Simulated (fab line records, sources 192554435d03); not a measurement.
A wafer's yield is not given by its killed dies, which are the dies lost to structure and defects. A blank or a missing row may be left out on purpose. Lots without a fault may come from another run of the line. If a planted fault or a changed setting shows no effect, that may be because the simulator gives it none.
Matching of chambers	flow n5Finfet	N5_BEOL_M6_DESCUM_33 on rieDiel-01: 3 sister chambers
The step chemistry O2, time 7 s. 14 wafers are shown with their chamber, then 5 later ones without.

== WAFERS PAIRED WITH THEIR CHAMBERS ==
wafer	chamber	throttleValvePct (%)	drypumpMotorCurrentA (A)	oesProductAu (a.u.)
L076.2	1	20.16	5.8	0.69
L076.5	1	20.18	5.8	0.69
L076.6	0	20.33	5.9	0.91
L084.2	2	20.55	5.7	0.92
L084.4	1	20.19	5.8	0.69
L084.6	2	20.53	5.7	0.91
L085.1	2	20.55	5.7	0.91
L085.2	1	20.20	5.8	0.68
L085.6	1	20.20	5.8	0.68
L089.2	2	20.54	5.7	0.89
L089.4	2	20.56	5.7	0.88
L089.5	0	20.37	5.9	0.86
L088.1	2	20.55	5.7	0.89
L088.2	1	20.20	5.7	0.67

SIGNATURES, as means of the wafers listed above
reading	chamber 0	chamber 1	chamber 2	scatter within a chamber
throttleValvePct	20.3500	20.1883	20.5467	0.0154
drypumpMotorCurrentA	5.900	5.783	5.700	0.0275
oesProductAu	0.8850	0.6833	0.9000	0.0159
Rule: distance of a wafer from a chamber = root of the sum over the readings of ((wafer's reading minus chamber's mean) / reading's scatter) squared. If the next closest chamber is less than 2 further off than the closest, the wafer can't be placed; otherwise it belongs to the closest. The scatter: the root of (the sum of the squares of (reading less its chamber's mean) over the shown wafers, divided by (wafers less chambers)).

== WAFERS WITHOUT THEIR CHAMBER ==
wafer	throttleValvePct (%)	drypumpMotorCurrentA (A)	oesProductAu (a.u.)
L088.3	20.37	5.9	0.84
L093.1	20.55	5.7	0.88
L093.2	20.22	5.8	0.67
L093.5	20.22	5.7	0.68
L094.5	20.41	5.9	0.84

== THE CHAMBER EACH PASSED THROUGH ==
wafer	from the rows above	in truth
L088.3	0	0
L093.1	2	2
L093.2	1	1
L093.5	1	1
L094.5	0	0
Placed correctly: 5 of 5. Left unplaced by these rows: 0. Placed wrongly: 0.
